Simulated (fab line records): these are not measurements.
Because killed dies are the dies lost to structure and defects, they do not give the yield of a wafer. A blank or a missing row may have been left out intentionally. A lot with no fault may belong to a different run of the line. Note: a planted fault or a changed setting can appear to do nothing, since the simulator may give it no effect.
Split-lot trial :: flow n5 finfet :: 7 lots, 21 wafers read, on a route of 1938 steps

== ON THE SPLIT ==
At N5_BEOL_M15_ILD_DEP_00 (deposits SiO2 from TEOS/O2, target thk 1629.3 nm, time 346.1 s), the setting time s was moved away from the recipe's 346.1 s on 5 of the 21 wafers read, by -13.2% to +13.6%. The other wafers ran this setting at the recipe's value.

Between the split and the reading, the file records no step.

== THE READING ==
M15_ILD_THK, in nm, at N5_BEOL_M15_THK_MEAS_01. Fault-free wafers of this fab line usually give 1623 nm, standard deviation 25 nm.

wafer: L074.1
tool, chamber at the split: pecvd-04, 0
time s as run, s: 346.1
against the recipe: recipe
M15_ILD_THK, nm: 1571
against lot-mates on the recipe: -

wafer: L074.4
tool, chamber at the split: pecvd-04, 0
time s as run, s: 346.1
against the recipe: recipe
M15_ILD_THK, nm: 1600
against lot-mates on the recipe: -

wafer: L074.5
tool, chamber at the split: pecvd-04, 2
time s as run, s: 346.1
against the recipe: recipe
M15_ILD_THK, nm: 1619
against lot-mates on the recipe: -

wafer: L077.1
tool, chamber at the split: pecvd-03, 2
time s as run, s: 322
against the recipe: -7.0%
M15_ILD_THK, nm: 1541
against lot-mates on the recipe: -65

wafer: L077.3
tool, chamber at the split: pecvd-03, 0
time s as run, s: 346.1
against the recipe: recipe
M15_ILD_THK, nm: 1606
against lot-mates on the recipe: -

wafer: L077.4
tool, chamber at the split: pecvd-03, 2
time s as run, s: 322
against the recipe: -7.0%
M15_ILD_THK, nm: 1554
against lot-mates on the recipe: -52

wafer: L079.1
tool, chamber at the split: pecvd-02, 2
time s as run, s: 346.1
against the recipe: recipe
M15_ILD_THK, nm: 1610
against lot-mates on the recipe: -

wafer: L079.2
tool, chamber at the split: pecvd-02, 0
time s as run, s: 346.1
against the recipe: recipe
M15_ILD_THK, nm: 1622
against lot-mates on the recipe: -

wafer: L079.3
tool, chamber at the split: pecvd-02, 1
time s as run, s: 346.1
against the recipe: recipe
M15_ILD_THK, nm: 1602
against lot-mates on the recipe: -

wafer: L084.1
tool, chamber at the split: pecvd-02, 1
time s as run, s: 346.1
against the recipe: recipe
M15_ILD_THK, nm: 1616
against lot-mates on the recipe: -

wafer: L084.3
tool, chamber at the split: pecvd-02, 2
time s as run, s: 346.1
against the recipe: recipe
M15_ILD_THK, nm: 1586
against lot-mates on the recipe: -

wafer: L084.6
tool, chamber at the split: pecvd-02, 2
time s as run, s: 346.1
against the recipe: recipe
M15_ILD_THK, nm: 1612
against lot-mates on the recipe: -

wafer: L085.2
tool, chamber at the split: pecvd-02, 0
time s as run, s: 300.4
against the recipe: -13.2%
M15_ILD_THK, nm: 1439
against lot-mates on the recipe: -160

wafer: L085.4
tool, chamber at the split: pecvd-02, 0
time s as run, s: 300.4
against the recipe: -13.2%
M15_ILD_THK, nm: 1455
against lot-mates on the recipe: -144

wafer: L085.5
tool, chamber at the split: pecvd-02, 2
time s as run, s: 346.1
against the recipe: recipe
M15_ILD_THK, nm: 1599
against lot-mates on the recipe: -

wafer: L088.1
tool, chamber at the split: pecvd-03, 0
time s as run, s: 393.1
against the recipe: +13.6%
M15_ILD_THK, nm: 1829
against lot-mates on the recipe: +196

wafer: L088.4
tool, chamber at the split: pecvd-03, 1
time s as run, s: 346.1
against the recipe: recipe
M15_ILD_THK, nm: 1624
against lot-mates on the recipe: -

wafer: L088.5
tool, chamber at the split: pecvd-03, 0
time s as run, s: 346.1
against the recipe: recipe
M15_ILD_THK, nm: 1641
against lot-mates on the recipe: -

wafer: L096.1
tool, chamber at the split: pecvd-03, 2
time s as run, s: 346.1
against the recipe: recipe
M15_ILD_THK, nm: 1628
against lot-mates on the recipe: -

wafer: L096.3
tool, chamber at the split: pecvd-03, 1
time s as run, s: 346.1
against the recipe: recipe
M15_ILD_THK, nm: 1619
against lot-mates on the recipe: -

wafer: L096.6
tool, chamber at the split: pecvd-03, 1
time s as run, s: 346.1
against the recipe: recipe
M15_ILD_THK, nm: 1648
against lot-mates on the recipe: -

THE FIT
A straight line over all 21 wafers: M15_ILD_THK changes by +13.3 nm for each +1% of time s; r = +0.96; the points scatter about the line by 21 nm.
The same after taking each lot's own level away (the mean of its wafers on the recipe; 21 wafers): +12.1 nm for each +1%; r = +0.97; scatter 16 nm.
That fit puts the effect of the largest move of time s on the reading at 1.6e+02 nm.
From 1596.7 to 1632.5 nm: that is the span of the lots' own levels, equal to 1.4 times the standard deviation above.
The two slopes agree, so the slope changes little with the lot-to-lot level.
Check: with one of the wafers moved furthest among these (+13.6%) left out of the fit, the line predicts +149 nm for it against its lot-mates. It came out at +196 nm against them.

== THE OTHER SPLITS THESE WAFERS WENT THROUGH ==
Before the reading, these wafers also passed through other splits. Each is held against what the fit with the lots' levels taken away leaves over:
other split on the same wafers: N5_BEOL_M13_COAT_04 spin rpm
wafers away from the commonest value: 8
r with M15_ILD_THK (lot level and that fit taken away): +0.19

other split on the same wafers: N5_BEOL_M13_EXPOSE_07 dose mj
wafers away from the commonest value: 7
r with M15_ILD_THK (lot level and that fit taken away): +0.28

== THE WHOLE CHAIN: every reading that the file lists as answering this split, in the file's order ==
step: N5_BEOL_M15_ILD_DEP_00
what it does: deposits SiO2 from TEOS/O2, target thk 1629.3 nm, time 346.1 s
reading: SiO2_of_BEOL_M15_ILD_DEP_00.thk nm (the simulator's own value, which no gauge read)
change (the file's fit): +12.5 nm for each +1% of the setting
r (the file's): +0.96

step: N5_BEOL_M15_THK_MEAS_01
what it does: 
reading: M15_ILD_THK
change (the file's fit): +12.5 for each +1% of the setting
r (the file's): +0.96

step: N5_BEOL_M15_VIA_ETCH_16
what it does: etches SiO2 in C4F8/O2/Ar, target depth 1792.2 nm
reading: etch.depth nm (the simulator's own value, which no gauge read)
change (the file's fit): +12.5 nm for each +1% of the setting
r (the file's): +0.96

step: N5_BEOL_M15_VIA_ETCH_16
what it does: etches SiO2 in C4F8/O2/Ar, target depth 1792.2 nm
reading: coat_of_BEOL_M15_COAT_04.thk nm (the simulator's own value, which no gauge read)
change (the file's fit): -3.28 nm for each +1% of the setting
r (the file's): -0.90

== FILE'S OWN FIT ==
M15_ILD_THK changes by +12.5 nm for each +1% of time s, r = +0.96.
